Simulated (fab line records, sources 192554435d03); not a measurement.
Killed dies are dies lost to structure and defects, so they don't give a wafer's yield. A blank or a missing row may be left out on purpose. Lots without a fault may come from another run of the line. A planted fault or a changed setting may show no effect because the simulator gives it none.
One fault seen from 3 desks | flow n5_finfet | each desk has only its own numbers; what lay behind them comes last

THE DEFECT DESK
What the inspections along the route counted, lot by lot: means of the sampled wafers that have a number. A lot is out of limits, marked OUT, if its mean lies more than 4 standard deviations from the usual mean; the brackets give that distance.
Columns: A = raw_defect_count at N5_SDB_INSPECT_13, usual 83
lot  | first seen here | A
L730 | day 6 05:20     | 80
L731 | day 6 13:14     | 122
L732 | day 7 00:28     | 113
L734 | day 7 05:25     | 89
L737 | day 8 01:46     | 93
L742 | day 9 07:10     | 80
L743 | day 9 11:21     | 39
This desk's finding: nothing out of limits on any of the 7 lots.

THE METROLOGY DESK
What the gauges read, lot by lot, whatever tool the lot ran on: means of the sampled wafers that have a number. A lot is out of limits, marked OUT, if its mean lies more than 4 standard deviations from the usual mean; the brackets give that distance. Of its 12 readings 7 are shown: those that lie furthest out on some lot.
Columns: A = DIBL_N at N5_BEOL_M4_RC_MEAS_101, usual 36.5 mV/V; B = IOFF_N at N5_BEOL_M4_RC_MEAS_101, usual 0.163 nA/um; C = IOFF_P at N5_BEOL_M4_RC_MEAS_101, usual 0.219 nA/um; D = ION_N at N5_BEOL_M4_RC_MEAS_101, usual 675 uA/um; E = ION_P at N5_BEOL_M4_RC_MEAS_101, usual 464 uA/um; F = VT_N at N5_BEOL_M4_RC_MEAS_101, usual 249.7 mV; G = VT_P at N5_BEOL_M4_RC_MEAS_101, usual -250 mV
lot  | first seen here | A    | B     | C     | D   | E   | F     | G
L730 | day 6 05:17     | 36.9 | 0.155 | 0.213 | 674 | 460 | 249.9 | -251
L731 | day 6 13:11     | 37.7 | 0.204 | 0.281 | 690 | 476 | 245.4 | -244
L732 | day 7 00:25     | 36.2 | 0.170 | 0.238 | 677 | 470 | 245.7 | -246
L734 | day 7 05:22     | 36.4 | 0.169 | 0.240 | 672 | 464 | 250.1 | -247
L737 | day 8 01:43     | 37.0 | 0.180 | 0.247 | 687 | 470 | 247.2 | -246
L742 | day 9 07:07     | 34.0 | 0.136 | 0.197 | 674 | 468 | 251.4 | -251
L743 | day 9 11:17     | 35.5 | 0.139 | 0.207 | 673 | 468 | 250.8 | -249
This desk's finding: nothing out of limits on any of the 7 lots.

THE TOOL OWNER'S DESK: rie_diel-01
The tool's own readings at N5_SDB_ETCH_25 (etches SiO2 in C4F6/O2, target depth 10 nm, time 3.3 s): means of the sampled wafers that have a number, for each lot that ran on this tool. A lot is out of limits, marked OUT, if its mean lies more than 4 standard deviations from the usual mean; the brackets give that distance.
Columns: A = chamber_pressure_mTorr at N5_SDB_ETCH_25, usual 30.002 mTorr; B = drypump_motor_current_A at N5_SDB_ETCH_25, usual 5.7 A; C = mfc_ar_sccm at N5_SDB_ETCH_25, usual 300.1 sccm; D = oes_product_au at N5_SDB_ETCH_25, usual 0.77 a.u.; E = rf_vpp_V at N5_SDB_ETCH_25, usual 666 V; F = showerhead_plenum_p_Torr at N5_SDB_ETCH_25, usual 2.81 Torr; G = throttle_valve_pct at N5_SDB_ETCH_25, usual 21.20 %
lot  | first seen here | A      | B   | C     | D    | E   | F    | G
L730 | day 6 06:00     | 30.058 | 6.5 | 300.2 | 0.85 | 666 | 2.79 | 20.69
L731 | day 6 13:56     | 29.999 | 5.6 | 300.2 | 0.78 | 668 | 2.81 | 21.01
L732 | day 7 01:02     | 29.989 | 6.2 | 299.1 | 0.79 | 668 | 2.79 | 20.86
L743 | day 9 12:08     | 30.011 | 6.0 | 300.4 | 0.83 | 665 | 2.79 | 21.08
This desk's finding: nothing out of limits on any of the 4 lots.

PUT TOGETHER
The defect desk saw nothing out of limits.
The metrology desk saw nothing out of limits.
The tool owner's desk saw nothing out of limits.

WHAT THE SIMULATOR HAD PUT IN
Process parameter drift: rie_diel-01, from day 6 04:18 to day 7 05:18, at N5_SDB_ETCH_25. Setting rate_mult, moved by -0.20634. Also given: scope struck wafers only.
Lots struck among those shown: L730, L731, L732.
